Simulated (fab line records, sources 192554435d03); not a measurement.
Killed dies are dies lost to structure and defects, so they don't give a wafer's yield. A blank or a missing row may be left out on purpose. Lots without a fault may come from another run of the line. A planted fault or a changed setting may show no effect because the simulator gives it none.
A struck lot beside a sound one | flow n5_finfet | 30 steps out of a route of 1938
Sound: wafers L175.2, L175.5, L175.6. Struck: wafers L188.2, L188.3, L188.4. The cause comes at the end.
At each step with rows: each side's tool, then ch and its chambers, then its first start. Under that, the readings that differ: sound wafers | struck wafers | difference of the means | sigmas: that difference in standard deviations of wafers without a fault.
alike: readings whose means differ by less than 2 such deviations, and words and numbers that are the same on both sides. not compared: withheld readings, readings that some wafer has no value for, bounds like >300 that may hide the same value, and numbers for which the record gives no deviation and whose values overlap.
The two part at a step that has a row with sigmas, a row that says differs or no value, or rows on one side only. Numbers that don't overlap but have no deviation are shown without sigmas and don't part them. A reading that every wafer of one side lacks parts them only if that side has two wafers or more.

first, 1 step without rows for these wafers: N5_BEOL_M11_CURE_72 (cures SiCOH lowk, time 120 s).
N5_BEOL_M11_DEGAS_44: time 60 s.
  sound on pvd_sputter-01, day 10 17:31; struck on pvd_sputter-01, day 14 11:42
  alike: heater_power_w
then, 2 steps without rows for these wafers: N5_BEOL_M11_PRE_CLEAN_45 (time 30 s); N5_BEOL_M11_ALD_74 (deposits TaN, target thk 2 nm, pulse time 2 s, purge time 3 s).
N5_BEOL_M11_SURFACE_TREAT_76:
  sound on pvd_sputter-03, day 10 17:55; struck on pvd_sputter-03, day 14 12:16
  not compared: throttle_valve_pct
then, 3 steps without rows for these wafers: N5_BEOL_M11_CVD_75 (deposits Co from CCTBA/H2, target thk 2 nm, time 138.9 s); N5_BEOL_M11_SPUTTER_48 (material Cu, target thk 12 nm, time 2 s); N5_BEOL_M11_ECD_50 (material Cu, target thk 318 nm).
N5_BEOL_M11_ANNEAL_51: time 90 s.
  sound on rtp_anneal-01 ch 0, day 10 18:29; struck on rtp_anneal-02 ch 0, day 14 14:11
  alike: wafer_temp_C_max
N5_BEOL_M11_CMP_52: polishes, stops on SiCOH lowk, t overpolish 7 s, target thk 140 nm.
  sound on cmp-03 ch 0,1,3, day 10 18:52; struck on cmp-04 ch 1,2,3, day 14 14:38
  alike: barrier_field_endpoint_s, motor_current_A, overpolish_run_s, slurry_filter_dp_kPa, time_to_endpoint_s
N5_BEOL_M11_THK_MEAS_53: measures by xrf.
  sound on film_metro-01, day 10 19:02; struck on film_metro-01, day 14 14:53
  alike: M11_THK
then, 1 step without rows for these wafers: N5_BEOL_M11_PRE_CLEAN_55 (time 15 s).
N5_BEOL_M11_DEP_56: deposits SiCN from 3MS/NH3, target thk 30 nm, time 10.5 s.
  sound on pecvd-02 ch 0,1, day 10 19:07; struck on pecvd-01 ch 0,1, day 14 14:57
  alike: showerhead_plenum_p_Torr, throttle_valve_pct
N5_BEOL_M11_RS_MEAS_57: measures by four-point-probe.
  sound on film_metro-01, day 10 19:10; struck on film_metro-01, day 14 15:01
  alike: M11_RS
N5_BEOL_M11_INSPECT_58: inspects for defects (darkfield).
  sound on defect_inspect-02, day 10 19:12; struck on defect_inspect-01, day 14 15:02
  reading          | sound      | struck         | difference | sigmas
  raw_defect_count | 121 123 61 | 1220 1306 1216 | +1146      | +41
N5_BEOL_M12_ILD_DEP_00: deposits SiOC from DEMS/O2, target thk 658.92 nm, time 130.7 s.
  sound on pecvd-04 ch 0,1, day 10 19:14; struck on pecvd-04 ch 0,1,2, day 14 15:05
  alike: heater_power_w, showerhead_plenum_p_Torr, throttle_valve_pct
N5_BEOL_M12_THK_MEAS_01:
  sound on film_metro-02, day 10 19:22; struck on film_metro-01, day 14 15:13
  alike: M12_ILD_THK
then, 8 steps without rows for these wafers: N5_BEOL_M12_COAT_58 (time 60 s, resist thk 89 nm); N5_BEOL_M12_COAT_04 (resist thk 400 nm); N5_BEOL_M12_EBR_06; N5_BEOL_M12_SOFTBAKE_05 (time 60 s); N5_BEOL_M12_EXPOSE_07 (exposes mask V11); N5_BEOL_M12_PEB_08 (peb time 90 s); N5_BEOL_M12_DEVELOP_09 (develop time 45 s); N5_BEOL_M12_HARDBAKE_14 (time 120 s).
N5_BEOL_M12_CD_MEAS_10: target cd 140 nm.
  sound on cd_sem-01 ch 0, day 10 19:40; struck on cd_sem-01 ch 0, day 14 15:31
  alike: cd_nm
N5_BEOL_M12_OVL_MEAS_11:
  sound on overlay-02 ch 0, day 10 19:43; struck on overlay-01 ch 0, day 14 15:34
  alike: V11_OVL
N5_BEOL_M12_INSPECT_12: inspects for defects (macro).
  sound on defect_inspect-01, day 10 19:44; struck on defect_inspect-01, day 14 15:35
  reading          | sound | struck         | difference | sigmas
  raw_defect_count | 0 1 1 | >300 >300 >300 | differs    |
then, 1 step without rows for these wafers: N5_BEOL_M12_DESCUM_15 (chemistry O2, time 7.9 s).
N5_PASSIVATION_PROBE_49:
  the record has rows for the struck wafers here (prober-02, day 16 06:37) and none for the sound ones

WHERE THEY PART
First at N5_BEOL_M11_INSPECT_58; last, within this record, at N5_PASSIVATION_PROBE_49.

WHY: what the simulator had put in
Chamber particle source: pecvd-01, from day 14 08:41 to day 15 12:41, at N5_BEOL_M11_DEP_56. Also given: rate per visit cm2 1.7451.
